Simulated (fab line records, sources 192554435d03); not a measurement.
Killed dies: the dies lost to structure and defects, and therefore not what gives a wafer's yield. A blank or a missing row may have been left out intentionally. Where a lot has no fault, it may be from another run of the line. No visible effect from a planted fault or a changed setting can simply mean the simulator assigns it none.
Matching of chambers | flow n5-finfet | N5_HKMG_FIN_CMP_23 on cmp-03: 4 sister chambers
The step polishes, stops on SiNx, t overpolish 10 s, target thk 46.326 nm. 24 wafers are shown with their chamber, then 12 later ones without.

WAFERS, EACH WITH ITS CHAMBER
wafer  | chamber | motor-current-A (A) | time-to-endpoint-s (s) | overpolish-run-s (s)
L074.4 | 0       | 12.5                | 13.3                   | 10.023
L074.5 | 3       | 13.1                | 13.0                   | 10.011
L074.6 | 2       | 12.5                | 14.9                   | 9.998
L075.1 | 3       | 13.1                | 14.5                   | 10.002
L075.3 | 2       | 12.1                | 16.3                   | 10.008
L075.6 | 3       | 13.0                | 13.2                   | 9.983
L077.1 | 2       | 11.7                | 15.6                   | 9.984
L077.2 | 1       | 12.1                | 15.5                   | 9.990
L077.5 | 0       | 12.7                | 14.7                   | 10.000
L080.2 | 3       | 12.9                | 12.3                   | 10.022
L080.3 | 0       | 12.7                | 13.6                   | 9.988
L080.5 | 3       | 13.1                | 14.2                   | 10.015
L080.1 | 2       | 11.9                | 16.1                   | 10.003
L080.4 | 1       | 12.0                | 15.4                   | 9.992
L080.6 | 0       | 12.1                | 15.4                   | 9.991
L081.3 | 3       | 12.8                | 12.6                   | 10.008
L081.4 | 2       | 11.6                | 14.1                   | 9.999
L081.5 | 0       | 12.1                | 12.6                   | 9.996
L082.2 | 1       | 12.5                | 15.3                   | 10.008
L082.3 | 3       | 13.5                | 14.4                   | 10.002
L082.6 | 3       | 13.2                | 12.6                   | 9.998
L084.4 | 0       | 12.2                | 14.2                   | 10.005
L084.5 | 3       | 13.1                | 12.7                   | 9.992
L084.6 | 0       | 12.3                | 14.4                   | 9.999

SIGNATURES, as means of the wafers listed above
reading            | chamber 0 | chamber 1 | chamber 2 | chamber 3 | scatter within a chamber
motor-current-A    | 12.371    | 12.200    | 11.960    | 13.089    | 0.262
time-to-endpoint-s | 14.029    | 15.400    | 15.400    | 13.278    | 0.85
overpolish-run-s   | 10.00029  | 9.99667   | 9.99840   | 10.00367  | 0.0111
Rule: a wafer's distance from a chamber is the root of the sum, over the readings, of the square of ((its reading less the chamber's mean) divided by the reading's scatter). If the next closest chamber is less than 2 further off than the closest, the wafer can't be placed; otherwise it belongs to the closest. The scatter: take each reading less its chamber's mean, square it, sum over the shown wafers, divide by the number of wafers less the number of chambers, and take the root.

WAFERS MISSING THEIR CHAMBER
wafer  | motor-current-A (A) | time-to-endpoint-s (s) | overpolish-run-s (s)
L088.1 | 12.1                | 10.3                   | 9.998
L088.4 | 12.7                | 11.4                   | 9.982
L088.5 | 14.0                | 10.4                   | 10.012
L091.3 | 12.3                | 10.5                   | 9.992
L091.4 | 13.2                | 9.2                    | 10.018
L091.5 | 12.4                | 9.5                    | 10.000
L091.1 | 12.8                | 10.1                   | 9.997
L091.2 | 12.4                | 10.7                   | 10.005
L091.6 | 12.5                | 10.3                   | 10.015
L095.1 | 12.1                | 13.9                   | 9.997
L095.4 | 12.7                | 16.6                   | 9.990
L095.5 | 12.1                | 15.0                   | 10.004

THE CHAMBER EACH PASSED THROUGH
wafer  | from the rows above               | in truth
L088.1 | can't be placed: 0 or 3 or 1 or 2 | 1
L088.4 | can't be placed: 3 or 0 or 1      | 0
L088.5 | 3                                 | 3
L091.3 | can't be placed: 0 or 3 or 1 or 2 | 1
L091.4 | can't be placed: 3 or 0           | 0
L091.5 | can't be placed: 3 or 0 or 1 or 2 | 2
L091.1 | can't be placed: 3 or 0           | 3
L091.2 | can't be placed: 0 or 3 or 1 or 2 | 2
L091.6 | can't be placed: 3 or 0           | 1
L095.1 | can't be placed: 0 or 1 or 2      | 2
L095.4 | can't be placed: 1 or 2 or 0 or 3 | 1
L095.5 | can't be placed: 2 or 1 or 0      | 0
Correctly placed: 1 of 12. Not placeable from these rows: 11 (in 10, the candidates include the true chamber). Number placed wrongly: 0.
